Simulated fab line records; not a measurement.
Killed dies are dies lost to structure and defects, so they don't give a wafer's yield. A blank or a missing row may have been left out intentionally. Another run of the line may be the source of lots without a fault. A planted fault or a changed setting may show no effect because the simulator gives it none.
Problem report, 8D (eight disciplines) form, completed by code -- flow nandHarc -- the parts of the form that need people (team, actions taken, sign-off) are left out

1. WHAT IS WRONG
At NHARC_END_SORT_01, killedAtPeriphery averages 58 over 2 wafers from 2 lots, while fault-free wafers read 4, standard deviation 3.1. Relative to the usual mean, that is a shift of +17 standard deviations.
Seen first at day 30 07:48 on prober-01, wafer L899.1. At this step, 18 wafers from 6 lots have a number in the record. By rule, "out" or "out of limits" means more than 4 standard deviations away from the usual mean. The rest of the wafers with a number are treated as sound.

2. WHAT IT IS, WHAT IT ISN'T
question,is,is not
which readings at this step,"killedAtPeriphery, sort_bin_3_pct","killedAtArray, killedAtOther, killedOpen, killedShort"
which lots,"L899, L904","L888, L890, L896, L901"
which wafers of those lots,"L899.1, L904.2","L899.3, L899.6, L904.4, L904.6"
read on which gauges,"prober-01, prober-02",-
when,from day 30 07:48,"up to then (12 sound wafers); but 4 sound wafers of L899, L904 came after"

3. THE SUSPECTS, EACH WITH WHAT RULES IT OUT
Counting: if a tool at a process step up to the reading ran every lot that is out, it stays a suspect. Sound lots after the first of them don't rule it out here, since some wafers of a struck lot are sound.
- the gauge at NHARC_END_SORT_01: ruled out. The wafers that are out were read on 2 gauges (prober-01, prober-02).
- rieDiel-01 at NHARC_P_M1_ETCH_28 (etches the open film in CF4/N2, target depth 30 nm, time 72.99 s): kept. Every lot that is out went through it, the first being L899 (day 12 08:23); the last sound lot it ran before that was L901 (day 12 04:54).
- pvdSputter-01 at NHARC_THIN_TSV_PRE_CLEAN_50 (time 30 s): kept. Every lot that is out went through it, the first being L899 (day 30 07:48); the last sound lot it ran before that was L901 (day 30 00:44). NHARC_THIN_TSV_PRE_CLEAN_50 gives no start for some lots, so the hours and the order of its lots are those of NHARC_END_SORT_01.
- Within rieDiel-01 at NHARC_P_M1_ETCH_28: the wafers that are out ran in chamber 3; their sound lot-mates ran in chambers 0, 1.
What counting leaves: rieDiel-01 at NHARC_P_M1_ETCH_28 and pvdSputter-01 at NHARC_THIN_TSV_PRE_CLEAN_50.

4. THE CAUSE (what the simulator had put in)
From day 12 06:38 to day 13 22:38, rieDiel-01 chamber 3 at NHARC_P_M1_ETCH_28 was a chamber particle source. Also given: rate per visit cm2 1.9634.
This tool is one of the 2 suspects left after counting.

5. SEQUENCE OF EFFECTS, ordered by route
Each row: a reading whose mean over the struck wafers that have a number lies more than 3 standard deviations from the usual. Only readings whose record carries a usual standard deviation are examined. hours: median over the lots of the time between each lot's start at the first step of this table that gives one and its start at this step. sigmas: the change, counted in usual standard deviations.
hours,step,reading,usual,on struck wafers,change,sigmas
0,NHARC_END_SORT_01,defectLimitedYield,91.5 %,80.7,-10.8,-4.0
0,NHARC_END_SORT_01,killedAtPeriphery,4,58,+54,+17
0,NHARC_END_SORT_01,killedDies,57,130,+74,+4.1
0,NHARC_END_SORT_01,sort_bin_2_pct,2.9 %,7.0,+4.1,+3.4
0,NHARC_END_SORT_01,sort_bin_3_pct,0.6 %,4.2,+3.6,+8.5
0,NHARC_END_SORT_01,sortNPass,620,546,-74,-4.1
0,NHARC_END_SORT_01,sortYieldPct,91.5 %,80.7,-10.8,-4.0

6. WHAT WOULD HAVE CAUGHT IT SOONER
Counted from the fault's start at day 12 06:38, it took 433 hours until the first out-of-limits reading at a measuring or inspecting step in this record, taken at day 30 07:48.
An alarm limit of 4 standard deviations would not have fired on the tool readings at NHARC_P_M1_ETCH_28 for which the record gives a usual standard deviation, since none of them was out on any struck wafer.
The start of NHARC_P_M1_ETCH_28 on rieDiel-01 came by day 30 07:48 for every one of the lots that are out (2). A hold on the tool at that time would have spared none of them.
